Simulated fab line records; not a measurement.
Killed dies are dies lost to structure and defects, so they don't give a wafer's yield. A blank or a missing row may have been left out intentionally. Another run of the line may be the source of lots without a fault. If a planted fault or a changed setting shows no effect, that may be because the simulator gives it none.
fab line records ; flow n5-finfet
record: lots: 11; wafers: 33; last-day: 17
route steps=1938 shown ZERO_LAYER@4 WELL_APT@48 PMOS_HMC_CHANNEL_EPI@87 FIN_SAQP@98 BEOL_M4@1111 PASSIVATION@1936
lots that met no fault: taken from a fault-free run of the same line
start-h: the number of hours between the record's first day and the start of the first shown wafer of the lot ; wait-h: hours from the lot's prior step to this one ; " as in the row above ; L1.1+2: one row covering several wafers at once ; - either no value or no given start ; * or withheld: withheld ; < > ~ a bound
route shown NAME@n: NAME is a module with steps in the file, n the number in the route of the first one ; usual: the fault-free wafers' mean and standard deviation ; same: alike in all rows ; chamber/n: place in a boat ; sites: the reading at each site ; _std_site: standard deviation across them ; _edge_site: inner sites' mean taken away from outer sites' mean ; radius-mm: how far each site lies from the wafer's centre ; mask NAME#n: copy n ; behind: tool/chamber where the wafer was last shaped ; hold: what put the lot on hold/how long, in hours/how the hold closed ; device: the n, p or np transistor that did not switch ; end of line: the same wafers' tests at the end of the route ; a step without rows: its recipe alone ; killed: not the wafer's yield, but the dies lost to structure and defects at the first sort ; map: per-die view of a wafer (x killed, . not killed, _ where there is no die)
set.NAME: the setting the step ran with; set.NAME@STEP: the setting that earlier step ran with ; model.NAME: the simulator's own value behind a step, which no gauge read
route steps across a sampled set of lots; one table per step, one row per wafer
services: from which hour (start-h, from the record's first day; less than 0 if before it) a tool's chamber was out of use, for how many hours, and why
== steps ==
step: N5_ZERO_LAYER_PECVD_02
recipe: material: SiO2; target-thk-a: 100; temp-c: 400; precursor: SiH4/N2O; pressure-torr: 0.75; rf-w: 275; time-s: 6
usual: heater-power-w: 774/76; showerhead-plenum-p-Torr: 8.07/0.1
lot.wafer;tool;chamber;start-h;wait-h;heater-power-w;showerhead-plenum-p-Torr
L959.2;pecvd-01;1;24.28;0.0;739;8.07
L959.3;pecvd-01;0;24.28;0.0;796;7.95
L959.4;pecvd-01;2;24.28;0.0;778;8.15
L963.1;pecvd-01;2;48.28;0.0;778;8.18
L963.2;pecvd-01;1;48.28;0.0;749;8.08
L963.5;pecvd-01;0;48.28;0.0;802;7.97
L964.2;pecvd-04;1;54.29;0.0;811;8.01
L964.3;pecvd-04;0;54.29;0.0;988;8.21
L964.6;pecvd-04;0;54.29;0.0;971;8.17
L965.1;pecvd-01;0;60.29;0.0;734;7.93
L965.4;pecvd-01;0;60.29;0.0;733;7.96
L965.5;pecvd-01;2;60.29;0.0;748;8.15
L967.3;pecvd-03;0;72.28;0.0;648;8.15
L967.4;pecvd-03;2;72.28;0.0;720;7.99
L967.6;pecvd-03;0;72.28;0.0;660;8.14
L968.1;pecvd-04;0;78.28;0.0;1019;8.18
L968.3;pecvd-04;2;78.28;0.0;745;7.92
L968.5;pecvd-04;2;78.28;0.0;734;7.91
L969.1;pecvd-01;0;84.28;0.0;817;7.94
L969.2;pecvd-01;2;84.28;0.0;792;8.19
L969.6;pecvd-01;0;84.28;0.0;827;7.95
L970.1;pecvd-04;2;90.28;0.0;821;7.91
L970.5;pecvd-04;2;90.28;0.0;795;7.91
L970.6;pecvd-04;1;90.28;0.0;806;7.99
L973.1;pecvd-03;1;108.28;0.0;811;8.22
L973.4;pecvd-03;2;108.28;0.0;670;7.99
L973.5;pecvd-03;1;108.28;0.0;806;8.21
L975.1;pecvd-01;2;120.30;0.0;783;8.19
L975.4;pecvd-01;1;120.30;0.0;719;8.07
L975.6;pecvd-01;2;120.30;0.0;806;8.18
L976.1;pecvd-03;2;126.30;0.0;711;7.97
L976.2;pecvd-03;1;126.30;0.0;749;8.20
L976.6;pecvd-03;1;126.30;0.0;755;8.22
step: N5_WELL_APT_IMPLANT_32
recipe: species: BF2; energy-kev: 50; dose-cm2: 2e+13; tilt-deg: 0; rotation-deg: 0
usual: dose-ions-cm2: 1.9996e+13/2.4e+10; faraday-current-uA: 254/4.8
lot.wafer;tool;chamber;start-h;wait-h;dose-ions-cm2;faraday-current-uA
L959.2;implanter-01;0;27.48;0.1;1.9985e+13;256
L959.3;implanter-01;0;27.48;0.1;2.0011e+13;250
L959.4;implanter-01;0;27.48;0.1;1.9998e+13;256
L963.1;implanter-01;0;51.29;0.1;2.0003e+13;247
L963.2;implanter-01;0;51.29;0.1;2.0026e+13;257
L963.5;implanter-01;0;51.29;0.1;1.9984e+13;251
L964.2;implanter-02;0;57.71;0.1;1.9984e+13;256
L964.3;implanter-02;0;57.71;0.1;2.0042e+13;250
L964.6;implanter-02;0;57.71;0.1;2.0032e+13;259
L965.1;implanter-02;0;63.45;0.1;1.9991e+13;255
L965.4;implanter-02;0;63.45;0.1;1.9992e+13;251
L965.5;implanter-02;0;63.45;0.1;2.0001e+13;256
L967.3;implanter-02;0;75.22;0.1;3.529e+12;44
L967.4;implanter-02;0;75.22;0.1;3.524e+12;44
L967.6;implanter-02;0;75.22;0.1;3.497e+12;45
L968.1;implanter-02;0;81.78;0.1;3.524e+12;43
L968.3;implanter-02;0;81.78;0.1;3.538e+12;45
L968.5;implanter-02;0;81.78;0.1;3.506e+12;45
L969.1;implanter-02;0;87.30;0.1;3.556e+12;44
L969.2;implanter-02;0;87.30;0.1;3.567e+12;45
L969.6;implanter-02;0;87.30;0.1;3.537e+12;46
L970.1;implanter-02;0;93.41;0.1;3.498e+12;44
L970.5;implanter-02;0;93.41;0.1;3.533e+12;44
L970.6;implanter-02;0;93.41;0.1;3.523e+12;44
L973.1;implanter-01;0;111.59;0.1;1.9944e+13;261
L973.4;implanter-01;0;111.59;0.1;1.9946e+13;250
L973.5;implanter-01;0;111.59;0.1;1.996e+13;252
L975.1;implanter-01;0;123.59;0.1;2.001e+13;257
L975.4;implanter-01;0;123.59;0.1;1.9967e+13;259
L975.6;implanter-01;0;123.59;0.1;1.9982e+13;245
L976.1;implanter-01;0;129.26;0.1;1.9981e+13;257
L976.2;implanter-01;0;129.26;0.1;2.002e+13;257
L976.6;implanter-01;0;129.26;0.1;2.0015e+13;255
step: N5_PMOS_HMC_CHANNEL_EPI_EPI_26
recipe: material: Si; target-thk-a: 38; temp-c: 650; precursor: SiH4/H2; pressure-torr: 20; time-s: 22.7
usual: lamp-inner-pct: 13.9/0.52; throttle-valve-pct: 10.71/0.22
lot.wafer;tool;chamber;start-h;wait-h;lamp-inner-pct;throttle-valve-pct
L959.2;epi-rpcvd-02;0;32.91;0.1;13.6;10.52
L959.3;epi-rpcvd-02;0;32.91;0.1;13.5;10.85
L959.4;epi-rpcvd-02;0;32.91;0.1;13.4;10.44
L963.1;epi-rpcvd-02;0;56.16;0.0;13.5;10.69
L963.2;epi-rpcvd-02;0;56.16;0.0;13.6;10.49
L963.5;epi-rpcvd-02;0;56.16;0.0;13.4;10.56
L964.2;epi-rpcvd-02;0;62.71;0.1;13.4;10.45
L964.3;epi-rpcvd-02;0;62.71;0.1;13.3;10.41
L964.6;epi-rpcvd-02;0;62.71;0.1;13.4;10.28
L965.1;epi-rpcvd-02;0;68.15;0.0;13.5;10.50
L965.4;epi-rpcvd-02;0;68.15;0.0;13.4;10.74
L965.5;epi-rpcvd-02;0;68.15;0.0;13.5;10.91
L967.3;epi-rpcvd-02;0;79.54;0.1;13.4;10.86
L967.4;epi-rpcvd-02;0;79.54;0.1;13.6;10.59
L967.6;epi-rpcvd-02;0;79.54;0.1;13.4;10.77
L968.1;epi-rpcvd-04;0;86.46;0.0;13.9;10.92
L968.3;epi-rpcvd-04;0;86.46;0.0;14.0;10.79
L968.5;epi-rpcvd-04;0;86.46;0.0;14.1;10.88
L969.1;epi-rpcvd-02;0;92.78;0.0;13.5;10.59
L969.2;epi-rpcvd-02;0;92.78;0.0;13.4;10.56
L969.6;epi-rpcvd-02;0;92.78;0.0;13.6;10.54
L970.1;epi-rpcvd-04;0;98.02;0.0;14.0;11.03
L970.5;epi-rpcvd-04;0;98.02;0.0;14.0;10.96
L970.6;epi-rpcvd-04;0;98.02;0.0;13.9;10.98
L973.1;epi-rpcvd-02;0;115.75;0.0;13.7;10.55
L973.4;epi-rpcvd-02;0;115.75;0.0;13.4;10.43
L973.5;epi-rpcvd-02;0;115.75;0.0;13.6;10.55
L975.1;epi-rpcvd-02;0;127.89;0.0;13.3;10.39
L975.4;epi-rpcvd-02;0;127.89;0.0;13.6;10.44
L975.6;epi-rpcvd-02;0;127.89;0.0;13.6;10.58
L976.1;epi-rpcvd-01;0;134.64;0.0;15.1;10.71
L976.2;epi-rpcvd-01;0;134.64;0.0;15.0;11.22
L976.6;epi-rpcvd-01;0;134.64;0.0;14.9;10.98
step: N5_FIN_SAQP_PECVD_47
recipe: material: a-Si; target-thk-a: 450; temp-c: 400; precursor: SiH4/He; pressure-torr: 3; rf-w: 100; time-s: 36.3
usual: heater-power-w: 853/82; showerhead-plenum-p-Torr: 5.66/0.049; throttle-valve-pct: 18.3/0.58
lot.wafer;tool;chamber;start-h;wait-h;heater-power-w;showerhead-plenum-p-Torr;throttle-valve-pct
L959.2;pecvd-03;1;34.09;0.0;908;5.68;18.5
L959.3;pecvd-03;0;34.09;0.0;802;5.67;17.7
L959.4;pecvd-03;2;34.09;0.0;845;5.60;18.3
L963.1;pecvd-02;1;58.93;0.0;930;5.66;19.1
L963.2;pecvd-02;0;58.93;0.0;776;5.78;18.2
L963.5;pecvd-02;1;58.93;0.0;969;5.65;18.8
L964.2;pecvd-01;2;65.29;0.0;720;5.68;18.1
L964.3;pecvd-01;1;65.29;0.0;729;5.63;19.6
L964.6;pecvd-01;0;65.29;0.0;880;5.60;19.4
L965.1;pecvd-03;1;69.34;0.0;882;5.69;18.5
L965.4;pecvd-03;1;69.34;0.0;895;5.68;18.5
L965.5;pecvd-03;2;69.34;0.0;846;5.61;18.6
L967.3;pecvd-02;1;81.27;0.0;954;5.66;19.0
L967.4;pecvd-02;2;81.27;0.0;921;5.64;17.3
L967.6;pecvd-02;1;81.27;0.0;959;5.65;19.1
L968.1;pecvd-03;1;88.83;0.0;958;5.69;18.6
L968.3;pecvd-03;0;88.83;0.0;818;5.67;18.0
L968.5;pecvd-03;2;88.83;0.0;781;5.60;18.0
L969.1;pecvd-03;1;93.93;0.0;868;5.68;18.6
L969.2;pecvd-03;0;93.93;0.0;699;5.66;18.1
L969.6;pecvd-03;2;93.93;0.0;850;5.60;18.2
L970.1;pecvd-02;2;99.29;0.0;912;5.65;17.5
L970.5;pecvd-02;1;99.29;0.0;982;5.66;19.1
L970.6;pecvd-02;2;99.29;0.0;929;5.67;17.5
L973.1;pecvd-03;0;116.83;0.0;730;5.67;18.0
L973.4;pecvd-03;1;116.83;0.0;901;5.69;18.7
L973.5;pecvd-03;0;116.83;0.0;722;5.65;17.7
L975.1;pecvd-03;0;129.00;0.0;844;5.64;17.8
L975.4;pecvd-03;1;129.00;0.0;977;5.69;18.4
L975.6;pecvd-03;0;129.00;0.0;848;5.66;17.8
L976.1;pecvd-02;1;135.68;0.0;970;5.64;19.0
L976.2;pecvd-02;2;135.68;0.0;1015;5.65;17.5
L976.6;pecvd-02;1;135.68;0.0;948;5.64;18.9
step: N5_BEOL_M4_RC_MEAS_101
usual: CJ_N: 4.36/0.095; DIBL_N: 37.0/2.3; DIBL_P: 37.3/2.8; IOFF_N: 0.17/0.046; IOFF_N_85C: 3.3/0.74; IOFF_P: 0.23/0.054; ION_N: 675/14; ION_P: 460/9.3; RS_PWELL: 3006/23; SS_N: 71.7/0.73; SS_P: 73.6/0.95; VT_N: 249/3.9; VT_P: -250/3.9
lot.wafer;tool;chamber;start-h;wait-h;CJ_N;DIBL_N[mV/V];DIBL_P[mV/V];IOFF_N[nA/um];IOFF_N_85C[nA/um];IOFF_P[nA/um];ION_N[uA/um];ION_P[uA/um];RS_PWELL[ohm/sq];SS_N[mV/dec];SS_P[mV/dec];VT_N[mV];VT_P[mV]
L959.2;prober-02;0;173.38;0.2;4.43;39.7;40.0;0.23;4.2;0.29;673;460;2979;72.5;74.6;247;-249
L959.3;prober-02;0;173.38;0.2;4.37;36.8;37.0;0.16;3.2;0.21;670;462;2973;71.8;74.2;250;-252
L959.4;prober-02;0;173.38;0.2;4.30;33.8;34.2;0.13;2.5;0.18;662;458;2976;71.0;72.5;250;-252
L963.1;prober-02;0;200.18;0.0;4.42;35.3;36.6;0.15;2.9;0.19;670;458;3018;71.4;73.1;253;-255
L963.2;prober-02;0;200.18;0.0;4.45;38.5;39.5;0.22;4.0;0.25;703;474;2979;72.1;73.8;245;-251
L963.5;prober-02;0;200.18;0.0;4.49;39.3;40.8;0.23;4.3;0.27;706;471;3020;72.3;74.8;248;-249
L964.2;prober-01;0;209.41;0.2;4.45;38.8;39.2;0.20;3.7;0.20;683;455;3001;72.3;74.2;248;-256
L964.3;prober-01;0;209.41;0.2;4.51;38.9;40.6;0.21;3.8;0.22;690;460;2987;72.4;74.7;246;-253
L964.6;prober-01;0;209.41;0.2;4.45;37.1;38.9;0.19;3.5;0.21;679;456;2975;71.8;74.2;247;-255
L965.1;prober-01;0;221.92;0.0;4.23;38.9;41.4;0.20;3.8;0.29;679;467;3011;71.3;74.8;248;-246
L965.4;prober-01;0;221.92;0.0;4.38;37.5;38.2;0.16;3.2;0.23;682;470;3029;72.1;74.1;249;-250
L965.5;prober-01;0;221.92;0.0;4.39;38.8;40.7;0.21;3.9;0.28;691;474;3014;72.2;74.7;248;-246
L969.1;prober-02;0;248.20;0.0;1.74;36.2;32.4;0.18;3.4;0.18;666;460;3120;72.9;72.2;253;-253
L969.2;prober-02;0;248.20;0.0;1.85;55.3;41.7;1.92;25.0;0.34;719;478;3159;88.8;75.0;236;-244
L969.6;prober-02;0;248.20;0.0;1.84;52.7;38.2;1.30;18.2;0.26;696;465;3146;88.5;73.4;243;-245
L970.1;prober-02;0;250.89;0.0;1.75;48.3;38.2;0.95;13.8;0.28;685;459;3190;83.4;74.4;239;-245
L970.5;prober-02;0;250.89;0.0;1.80;48.1;34.1;0.88;12.8;0.21;691;458;3156;85.5;72.7;247;-250
L970.6;prober-02;0;250.89;0.0;1.81;60.2;38.5;3.22;38.2;0.30;715;469;3192;98.3;74.5;237;-245
L973.1;prober-01;0;285.46;0.0;4.25;39.3;41.4;0.23;4.1;0.26;687;465;2979;72.8;74.4;246;-248
L973.4;prober-01;0;285.46;0.0;4.12;41.2;44.0;0.28;4.9;0.32;704;470;3018;73.7;75.4;241;-245
L973.5;prober-01;0;285.46;0.0;4.35;36.0;36.5;0.16;3.0;0.19;681;456;2989;71.7;73.3;248;-253
L975.1;prober-01;0;286.71;0.0;4.39;32.3;33.6;0.11;2.3;0.14;657;445;3010;71.2;72.2;256;-257
L975.4;prober-01;0;286.71;0.0;4.32;36.5;38.5;0.18;3.4;0.20;679;458;2996;72.3;73.7;249;-252
L975.6;prober-01;0;286.71;0.0;4.44;32.7;34.1;0.12;2.4;0.14;663;449;2990;71.1;72.2;254;-258
L976.1;prober-02;0;288.93;0.0;4.42;36.2;33.2;0.15;2.9;0.18;670;456;3028;71.6;72.5;253;-253
L976.2;prober-02;0;288.93;0.0;4.31;37.1;35.2;0.17;3.2;0.21;676;454;3015;71.7;72.8;250;-253
L976.6;prober-02;0;288.93;0.0;4.25;35.3;33.1;0.13;2.7;0.18;677;466;2986;70.6;73.1;252;-250
step: N5_PASSIVATION_PROBE_49
usual: defect-limited-yield: 91.5/1.3; killed_at_M0_to_M3: 36/10; killed_at_M4_up: 13/4.7; killed-at-contacts: 13/6.7; killed-at-front-end: 37/9.7; killed-at-other: 2.6/2.3; killed-dies: 101/15; killed-open: 67/12; killed-short: 32/6.7; sort_bin_4_leakage: 0.0/0.31; sort_bin_5_function: 5.0/0.89; sort_bin_6_memory: 3.2/0.63; sort_bin_8_speed: 0.01/0.03; sort-n-pass: 1079/16; sort-yield-pct: 91.4/1.4
same: gross-dies: 1180; killed-at-back-side: 0
lot.wafer;tool;chamber;start-h;wait-h;defect-limited-yield[%];killed_at_M0_to_M3;killed_at_M4_up;killed-at-contacts;killed-at-front-end;killed-at-other;killed-dies;killed-open;killed-short;sort_bin_4_leakage[%];sort_bin_5_function[%];sort_bin_6_memory[%];sort_bin_8_speed[%];sort-n-pass;sort-yield-pct[%]
L969.1;prober-01;-;364.05;0.0;91.2;34;11;14;41;4;104;77;26;0;4.6;3.9;0;1076;91.2
L969.2;prober-01;-;364.10;0.1;92.5;25;19;6;38;1;89;56;31;92.5;4.2;3.1;0;0;0
L969.6;prober-01;-;364.30;0.3;92.5;27;8;13;38;3;89;57;31;92.5;4.2;3.3;0;0;0
L970.1;prober-02;-;368.33;0.0;94.5;23;10;9;17;6;65;44;20;94.5;3.1;2.2;0;0;0
L970.5;prober-02;-;368.53;0.2;93.3;24;9;15;27;4;79;50;26;93.2;3.2;3.0;0;1;0.1
L970.6;prober-02;-;368.58;0.3;90.8;53;8;6;38;3;108;71;35;90.8;4.2;4.3;0;0;0
killed by level:class
L969.1 MOL_CONTACT_COAG:geometric-particle:open=14 BEOL_M1:geometric-particle:open=9 STI_FIN_REVEAL:geometric-particle:open=8 FIN_SAQP:geometric-particle:open=7 BEOL_M0_SAQP:geometric-particle:open=7 BEOL_M3:geometric-particle:open=7 FIN_SAQP:geometric-particle:short=6 GATE_CUT:geometric-particle:short=6
L969.2 BEOL_M4:geometric-particle:open=14 BEOL_M0_SAQP:geometric-particle:short=9 BEOL_M0_SAQP:geometric-particle:open=7 MOL_CONTACT_COAG:geometric-particle:open=6 STI_FIN_REVEAL:geometric-particle:open=6 STARTING-WAFER:geometric-particle:short=5 BEOL_M1:geometric-particle:open=5 STI_FIN_REVEAL:geometric-particle:short=4
L969.6 MOL_CONTACT_COAG:geometric-particle:open=11 BEOL_M0_SAQP:geometric-particle:short=10 FIN_SAQP:geometric-particle:open=8 FIN_SAQP:geometric-particle:short=7 STI_FIN_REVEAL:geometric-particle:open=7 BEOL_M0_SAQP:geometric-particle:open=7 BEOL_M1:geometric-particle:open=5 GATE_CUT:geometric-particle:open=4
L970.1 MOL_CONTACT_COAG:geometric-particle:open=7 BEOL_M1:geometric-particle:open=6 FIN_SAQP:geometric-particle:open=4 GATE_CUT:geometric-particle:short=4 BEOL_M3:geometric-particle:open=4 FIN_SAQP:geometric-particle:short=3 BEOL_M0:geometric-particle:open=3 BEOL_M2:geometric-particle:open=3
L970.5 MOL_CONTACT_COAG:geometric-particle:open=13 FIN_SAQP:geometric-particle:short=6 BEOL_M3:geometric-particle:open=5 FIN_CUT:geometric-particle:short=4 FIN_SAQP:geometric-particle:open=3 STI_FIN_REVEAL:geometric-particle:open=3 BEOL_M0_SAQP:geometric-particle:open=3 BEOL_M0:geometric-particle:short=3
L970.6 BEOL_M2:geometric-particle:open=14 BEOL_M3:geometric-particle:open=10 GATE_CUT:geometric-particle:open=7 BEOL_M0_SAQP:geometric-particle:short=6 BEOL_M0_SAQP:geometric-particle:open=6 BEOL_M2:geometric-particle:short=6 DUMMY_GATE:geometric-particle:open=5 MOL_CONTACT_COAG:geometric-particle:open=5
== services ==
tool;chamber;start-h;hours;kind
pecvd-02;-;3.17;0.9;repair
pecvd-01;-;7.19;5.2;repair
pecvd-03;1;12.36;16.5;scheduled-down
pecvd-01;-;17.84;2.1;repair
pecvd-04;2;21.12;-;clean
pecvd-04;2;21.12;-;consumable-replace:showerhead
pecvd-04;2;21.12;29.0;scheduled-down
pecvd-04;2;21.12;29.0;vent-cycle
pecvd-04;0;35.70;10.0;repair
pecvd-02;2;46.21;5.4;repair
epi-rpcvd-04;-;64.22;0.7;repair
implanter-02;-;70.49;3.0;repair
pecvd-04;2;80.72;5.5;scheduled-down
pecvd-03;-;95.06;6.0;pm
epi-rpcvd-02;-;97.85;1.3;repair
implanter-01;-;101.42;2.6;pm
pecvd-04;2;114.14;6.6;repair
pecvd-03;-;117.39;2.8;pm
pecvd-04;1;117.86;6.8;repair
implanter-01;-;129.72;3.6;repair
== key ==
first-sign: step: N5_WELL_APT_IMPLANT_32; reading: dose-ions-cm2; direction: down; sigmas: 99+; usual: 1.9996e+13; struck: 3.528e+12
effect: step: N5_WELL_APT_IMPLANT_32; reading: faraday-current-uA; direction: down; sigmas: 43; usual: 254; struck: 45
effect: step: N5_BEOL_M4_RC_MEAS_101; reading: CJ_N; direction: down; sigmas: 27; usual: 4.36; struck: 1.80
effect: step: N5_BEOL_M4_RC_MEAS_101; reading: IOFF_N; direction: up; sigmas: 27; usual: 0.17; struck: 1.41; wafers-moved: 5
effect: step: N5_BEOL_M4_RC_MEAS_101; reading: IOFF_N_85C; direction: up; sigmas: 20; usual: 3.3; struck: 18.6; wafers-moved: 5
effect: step: N5_BEOL_M4_RC_MEAS_101; reading: SS_N; direction: up; sigmas: 20; usual: 71.7; struck: 86.2
effect: step: N5_BEOL_M4_RC_MEAS_101; reading: RS_PWELL; direction: up; sigmas: 6.8; usual: 3006; struck: 3161
effect: step: N5_BEOL_M4_RC_MEAS_101; reading: DIBL_N; direction: up; sigmas: 5.8; usual: 37.0; struck: 50.1; wafers-moved: 5
effect: step: N5_BEOL_M4_RC_MEAS_101; reading: VT_N; direction: down; sigmas: 1.8; usual: 249; struck: 242
effect: step: N5_BEOL_M4_RC_MEAS_101; reading: ION_N; direction: up; sigmas: 1.5; usual: 675; struck: 695
effect: step: N5_PASSIVATION_PROBE_49; reading: sort_bin_4_leakage; direction: up; sigmas: 99+; usual: 0.0; struck: 77.2; wafers-moved: 5
met-at N5_WELL_APT_IMPLANT_32
struck-lots L967,L968,L969,L970
rows-end L967.3,L967.4,L967.6,L968.1,L968.3,L968.5
not-acting-at N5_ZERO_LAYER_PECVD_02,N5_PMOS_HMC_CHANNEL_EPI_EPI_26,N5_FIN_SAQP_PECVD_47
onset-between 63.45 75.22
fault: kind: process-parameter-drift; tool: implanter-02; chamber: -; onset-h: 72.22; steps: N5_WELL_APT_IMPLANT_32; channel: dose-cm2; offset: -1.6469e+13; shape: step; acts-in: these-recipes-only; stated: 2e+13
rows-end: these wafers met a further fault down the route, and their rows from its step on are left out
